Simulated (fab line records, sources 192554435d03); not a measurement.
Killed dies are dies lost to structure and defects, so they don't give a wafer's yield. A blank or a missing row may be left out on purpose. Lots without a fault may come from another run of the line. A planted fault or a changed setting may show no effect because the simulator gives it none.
Split-lot experiment | flow n5_finfet | 7 lots, 39 wafers read, on a route of 1938 steps

THE SPLIT
At N5_HKMG_FIN_ETCH_54 (etches SiARC in CF4, target depth 45.5 nm, time 75.8 s), the setting source_w was moved away from the recipe's 545 W on 18 of the 39 wafers read, by -16.8% to +14.7%. The other wafers ran this setting at the recipe's value.

The reading is taken at the split's own step.

THE READING
rf_vpp_V, in V, at N5_HKMG_FIN_ETCH_54 (etches SiARC in CF4, target depth 45.5 nm, time 75.8 s). Fault-free wafers of this fab line usually give 184.2 V, standard deviation 1.3 V.

wafer  | tool, chamber at the split | source_w as run, W | against the recipe | rf_vpp_V, V | against lot-mates on the recipe
L075.1 | rie_diel-06, 2             | 453.3              | -16.8%             | 196.8       | +13.9
L075.2 | rie_diel-06, 0             | 545                | recipe             | 183.2       | -
L075.3 | rie_diel-06, 3             | 545                | recipe             | 182.6       | -
L075.4 | rie_diel-06, 1             | 453.3              | -16.8%             | 198.6       | +15.7
L075.5 | rie_diel-06, 3             | 545                | recipe             | 183.0       | -
L075.6 | rie_diel-06, 2             | 453.3              | -16.8%             | 197.2       | +14.3
L080.1 | rie_diel-01, 1             | 495.7              | -9.0%              | 191.4       | +8.7
L080.2 | rie_diel-01, 2             | 495.7              | -9.0%              | 188.7       | +6.0
L080.3 | rie_diel-01, 3             | 545                | recipe             | 182.6       | -
L080.4 | rie_diel-01, 0             | 545                | recipe             | 184.5       | -
L080.5 | rie_diel-01, 3             | 495.7              | -9.0%              | 188.6       | +5.9
L080.6 | rie_diel-01, 2             | 545                | recipe             | 181.1       | -
L081.3 | rie_diel-01, 1             | 545                | recipe             | 186.0       | -
L081.4 | rie_diel-01, 3             | 545                | recipe             | 183.2       | -
L081.6 | rie_diel-01, 2             | 545                | recipe             | 184.7       | -
L086.1 | rie_diel-02, 2             | 482.9              | -11.4%             | 192.6       | +7.1
L086.2 | rie_diel-02, 1             | 545                | recipe             | 186.8       | -
L086.3 | rie_diel-02, 0             | 482.9              | -11.4%             | 192.2       | +6.7
L086.4 | rie_diel-02, 3             | 545                | recipe             | 185.0       | -
L086.5 | rie_diel-02, 2             | 482.9              | -11.4%             | 191.4       | +5.9
L086.6 | rie_diel-02, 1             | 545                | recipe             | 184.7       | -
L087.1 | rie_diel-02, 1             | 614.9              | +12.8%             | 177.3       | -5.7
L087.2 | rie_diel-02, 0             | 614.9              | +12.8%             | 178.4       | -4.6
L087.3 | rie_diel-02, 3             | 545                | recipe             | 183.2       | -
L087.4 | rie_diel-02, 2             | 545                | recipe             | 182.0       | -
L087.5 | rie_diel-02, 3             | 545                | recipe             | 183.9       | -
L087.6 | rie_diel-02, 2             | 614.9              | +12.8%             | 175.8       | -7.2
L091.1 | rie_diel-06, 2             | 625.3              | +14.7%             | 176.3       | -8.1
L091.2 | rie_diel-06, 1             | 545                | recipe             | 184.5       | -
L091.3 | rie_diel-06, 0             | 625.3              | +14.7%             | 174.2       | -10.2
L091.4 | rie_diel-06, 3             | 625.3              | +14.7%             | 176.6       | -7.8
L091.5 | rie_diel-06, 2             | 545                | recipe             | 184.2       | -
L091.6 | rie_diel-06, 1             | 545                | recipe             | 184.4       | -
L093.1 | rie_diel-06, 3             | 545                | recipe             | 183.2       | -
L093.2 | rie_diel-06, 1             | 481.9              | -11.6%             | 193.6       | +9.8
L093.3 | rie_diel-06, 2             | 545                | recipe             | 184.2       | -
L093.4 | rie_diel-06, 0             | 481.9              | -11.6%             | 189.3       | +5.5
L093.5 | rie_diel-06, 2             | 545                | recipe             | 184.0       | -
L093.6 | rie_diel-06, 3             | 481.9              | -11.6%             | 189.6       | +5.8

THE FIT
A straight line over all 39 wafers: rf_vpp_V changes by -0.646 V for each +1% of source_w; r = -0.96; the points scatter about the line by 1.6 V.
The same after taking each lot's own level away (the mean of its wafers on the recipe; 39 wafers): -0.649 V for each +1%; r = -0.96; scatter 1.6 V.
On that fit, the largest move of source_w shifts the reading by 11 V.
The lots' own levels span 182.73 to 185.50 V, that is 2.1 times the standard deviation above.
So the lot-to-lot level changes the slope little: the two slopes agree.
Check: with one of the wafers moved furthest among these (-16.8%) left out of the fit, the line predicts +11.1 V for it against its lot-mates. It came out at +13.9 V against them.
Tool readings at the split's step, against how far the setting was moved: etch_rf_on_time_s r = -0.93; rf_vpp_V r = -0.96.

OTHER SPLITS ON THESE WAFERS
These wafers also went through other splits before the reading. Each is held against what the fit with the lots' levels taken away leaves over:
other split on the same wafers        | wafers away from the commonest value | r with rf_vpp_V (lot level and that fit taken away)
N5_FIN_CUT_CUT_ETCH_15 target_depth_a | 15                                   | -0.15
N5_SD_EPI_P_EPI_21 epi_growth_time_s  | 12                                   | -0.07

THE WHOLE CHAIN: every reading that the file lists as answering this split, in the file's order
step                | what it does                                           | reading           | change (the file's fit)              | r (the file's)
N5_HKMG_FIN_ETCH_54 | etches SiARC in CF4, target depth 45.5 nm, time 75.8 s | etch_rf_on_time_s | withheld for each +1% of the setting | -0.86
N5_HKMG_FIN_ETCH_54 | etches SiARC in CF4, target depth 45.5 nm, time 75.8 s | rf_vpp_V          | -0.66 V for each +1% of the setting  | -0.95

THE FILE'S OWN FIT
rf_vpp_V changes by -0.66 V for each +1% of source_w, r = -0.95.
